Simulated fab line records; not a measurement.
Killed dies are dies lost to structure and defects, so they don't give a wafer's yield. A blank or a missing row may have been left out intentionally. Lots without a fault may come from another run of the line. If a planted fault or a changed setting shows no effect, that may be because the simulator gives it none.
A struck lot beside a sound one / flow nand harc / 15 steps out of a route of 1159
Sound: the wafers L227.1, L227.3, L227.6. Struck: wafers L240.4, L240.5. (L240.2 of the same lot was not struck and is left out.) The cause comes at the end.
For every step that has rows: the tool of each side, followed by ch and its chambers, followed by its first start. Under that, the readings that differ: sound wafers / struck wafers / difference of the means / sigmas: that difference in standard deviations of wafers without a fault.
alike: same words and numbers on both sides, and readings whose means sit less than 2 such deviations apart. not compared: any withheld reading, any reading some wafer has no value for, any bound like >300 that may hide the same value, and any number with overlapping values for which the record gives no deviation.
Wherever a step has rows on one side only, a row that says differs or no value, or a row with sigmas, the two part there. Numbers that have no deviation but don't overlap get no sigmas and don't part them. A reading missing from all wafers of one side parts the sides only when that side holds two or more wafers.

first, 7 steps without rows for these wafers: NHARC_P_BONDPAD_COAT_36 (time 65 s); NHARC_P_BONDPAD_COAT_03 (resist thk 600 nm); NHARC_P_BONDPAD_SOFTBAKE_04 (time 70 s); NHARC_P_BONDPAD_EBR_05; NHARC_P_BONDPAD_EXPOSE_06 (exposes mask P BPAD); NHARC_P_BONDPAD_PEB_07 (peb time 80 s); NHARC_P_BONDPAD_DEVELOP_08 (time 50 s).
NHARC_P_BONDPAD_CD_MEAS_09 targets a cd of 500 nm.
  sound on cd sem-02 ch 0, day 7 00:21; struck on cd sem-01 ch 0, day 10 13:06
  alike: cd nm
NHARC_P_BONDPAD_OVL_MEAS_38:
  sound: overlay-02 at day 7 00:26; struck: overlay-02 at day 10 13:11
  alike: overlay x nm, overlay y nm
then, 1 step without rows for these wafers: NHARC_P_BONDPAD_HARDBAKE_10 (time 65 s).
NHARC_P_BONDPAD_DESCUM_11: chemistry O2, time 3 s.
  sound on rie diel-08 ch 0,2, day 7 00:34; struck on rie diel-08 ch 1,2, day 10 13:19
  alike: drypump motor current A, oes product au, rf vpp V, showerhead plenum p Torr, throttle valve pct
  not compared: rf hours counter h
NHARC_P_BONDPAD_ETCH_37: etches the open film in N2/H2, target depth 60 nm, overetch 18 nm, time 65.91 s.
  sound on rie diel-08 ch 0,1,2, day 7 00:39; struck on rie diel-08 ch 1,3, day 10 13:24
  alike: drypump motor current A, oes product au, rf fwd power W, rf vpp V, showerhead plenum p Torr, throttle valve pct
  not compared: rf hours counter h
NHARC_P_BONDPAD_ETCH_12: etches the open film in CHF3/O2, target depth 200 nm, time 100 s.
  sound on rie diel-08 ch 1,2,3, day 7 00:46; struck on rie diel-08 ch 0, day 10 13:31
reading=oes product au (a.u.); sound=0.978 0.971 0.972; struck=0.701 0.708; difference=-0.269; sigmas=-11
reading=rf fwd power W (W); sound=496.4 499.5 495.7; struck=298.0 297.7; difference=-199.3; sigmas=-99 or more
  alike: drypump motor current A, rf vpp V, showerhead plenum p Torr, throttle valve pct
  not compared: rf hours counter h
NHARC_P_BONDPAD_CD_MEAS_13:
  sound: cd sem-02 at day 7 00:53; struck: cd sem-02 at day 10 13:39
  alike: cd nm
-- record jumps: 13 days between struck wafers' starts before vs after; left off in module P_BONDPAD, resumes in module END, first step shown is number 1159 of the route --
NHARC_END_SORT_01:
  sound on prober-01 ch 0, day 19 22:37; struck on prober-01 ch 0, day 23 05:17
reading=hold; sound=- - -; struck=await dispo/2.7h/release await dispo/2.7h/release; difference=no value on the sound wafers; sigmas=
reading=defect limited yield (%); sound=96.8 95.7 95.4; struck=0 0; difference=-96; sigmas=-69
reading=killed at other; sound=0 0 0; struck=7 1; difference=+4; sigmas=+3
reading=killed at periphery; sound=4 2 1; struck=646 641; difference=+641; sigmas=+99 or more
reading=killed dies; sound=22 29 31; struck=677 677; difference=+650; sigmas=+71
reading=killed open; sound=1 4 0; struck=6 7; difference=+5; sigmas=+2
reading=sort_bin_2_pct (%); sound=1.2 2.4 1.0; struck=96.8 96.0; difference=+94.9; sigmas=+99 or more
reading=sort n pass; sound=655 648 646; struck=0 0; difference=-650; sigmas=-71
reading=sort rim yield pct (%); sound=99.1 98.1 97.2; struck=0 0; difference=-98; sigmas=-33
reading=sort yield pct (%); sound=96.8 95.7 95.4; struck=0 0; difference=-96; sigmas=-69
  alike: killed at array, killed short, sort_bin_3_pct, sort_bin_4_pct

## WHERE THEY PART
Earliest at NHARC_P_BONDPAD_ETCH_12; latest, in this record, at NHARC_END_SORT_01.

WHY: whatever the simulator had introduced
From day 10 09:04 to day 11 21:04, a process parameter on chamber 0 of rie diel-08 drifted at NHARC_P_BONDPAD_ETCH_12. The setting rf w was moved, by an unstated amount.
